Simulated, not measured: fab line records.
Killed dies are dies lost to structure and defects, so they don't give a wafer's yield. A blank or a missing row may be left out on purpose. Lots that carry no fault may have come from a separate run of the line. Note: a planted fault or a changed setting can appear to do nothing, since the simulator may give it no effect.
2 desks looking at one fault -- flow n5_finfet -- what lay behind the numbers comes last; until then each desk has only its own

== AT THE METROLOGY DESK ==
What the gauges read, lot by lot, whatever tool the lot ran on: means of the sampled wafers that have a number. If a lot's mean is further than 4 standard deviations from the usual mean, the lot is out of limits and carries the mark OUT (the distance appears in the brackets). It has 10 readings; the 7 that lie furthest out on some lot are the ones shown.
Columns: A = DIBL_N at N5_BEOL_M4_RC_MEAS_101, usual 36.3 mV/V; B = DIBL_P at N5_BEOL_M4_RC_MEAS_101, usual 36.3 mV/V; C = IOFF_N at N5_BEOL_M4_RC_MEAS_101, usual 0.16 nA/um; D = IOFF_P at N5_BEOL_M4_RC_MEAS_101, usual 0.21 nA/um; E = ION_N at N5_BEOL_M4_RC_MEAS_101, usual 672 uA/um; F = ION_P at N5_BEOL_M4_RC_MEAS_101, usual 459 uA/um; G = VT_N at N5_BEOL_M4_RC_MEAS_101, usual 250 mV
lot,first seen here,A,B,C,D,E,F,G
L153,day 8 00:26,36.3,34.9,0.14,0.20,669,459,251
L154,day 8 03:04,35.4,35.4,0.14,0.20,659,456,252
L156,day 8 16:58,33.8,32.7,0.12,0.15,654,448,254
L159,day 9 08:29,35.9,36.8,0.16,0.21,676,462,249
L160,day 10 03:58,32.8,33.0,0.13,0.18,659,455,254
L168,day 12 22:51,34.9,35.6,0.15,0.21,661,455,251
L167,day 13 00:21,38.7,37.6,0.18,0.23,672,463,248
L173,day 13 08:12,35.0,34.7,0.16,0.18,683,458,248
L172,day 13 20:22,36.7,36.7,0.17,0.19,673,455,250
L174,day 14 05:52,38.4,38.6,0.21,0.25,690,468,245
This desk's finding: nothing out of limits on any of the 10 lots.

== AT THE TOOL OWNER'S DESK: cvd_co-01 ==
The tool's own readings at N5_BEOL_M4_CO_CAP_55 (material Co, precursor CCTBA/H2, target thk 2 nm, time 102.1 s): means of the sampled wafers that have a number, for each lot that ran on this tool. If a lot's mean is further than 4 standard deviations from the usual mean, the lot is out of limits and carries the mark OUT (the distance appears in the brackets).
Columns: A = heater_power_w at N5_BEOL_M4_CO_CAP_55, usual 235 W; B = run_length_s at N5_BEOL_M4_CO_CAP_55, usual 125.2 s
lot,first seen here,A,B
L153,day 8 00:12,235,125.3
L154,day 8 02:31,237,125.2
L156,day 8 16:25,236,125.3
L159,day 9 08:16,242,105.5 (-58) OUT
L160,day 10 03:33,239,105.4 (-58) OUT
L168,day 12 22:11,240,125.2
L167,day 12 23:58,233,125.1
L173,day 13 07:58,238,125.1
L172,day 13 19:59,239,125.1
L174,day 14 05:38,242,125.0
Finding of this desk: L159, L160 out of limits; the first was L159 at day 9 08:16, on run_length_s at N5_BEOL_M4_CO_CAP_55. In limits: L153, L154, L156, L168, L167, L173, L172, L174.

== BROUGHT TOGETHER ==
At day 9 08:16, on L159, L160, the tool owner's desk was in a position to raise an alarm.
From the metrology desk's view, nothing was out of limits.
The metrology desk holds a record of L159, L160, inside its limits.
All the named lots went through N5_BEOL_M4_CO_CAP_55 on cvd_co-01.

== WHAT THE SIMULATOR PUT IN ==
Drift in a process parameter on cvd_co-01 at N5_BEOL_M4_CO_CAP_55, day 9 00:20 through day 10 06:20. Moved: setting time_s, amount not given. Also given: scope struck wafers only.
Struck lots among those shown: L159, L160.
Delay in hours, fault start to first out-of-limits reading, by desk: the tool owner's desk at 8.
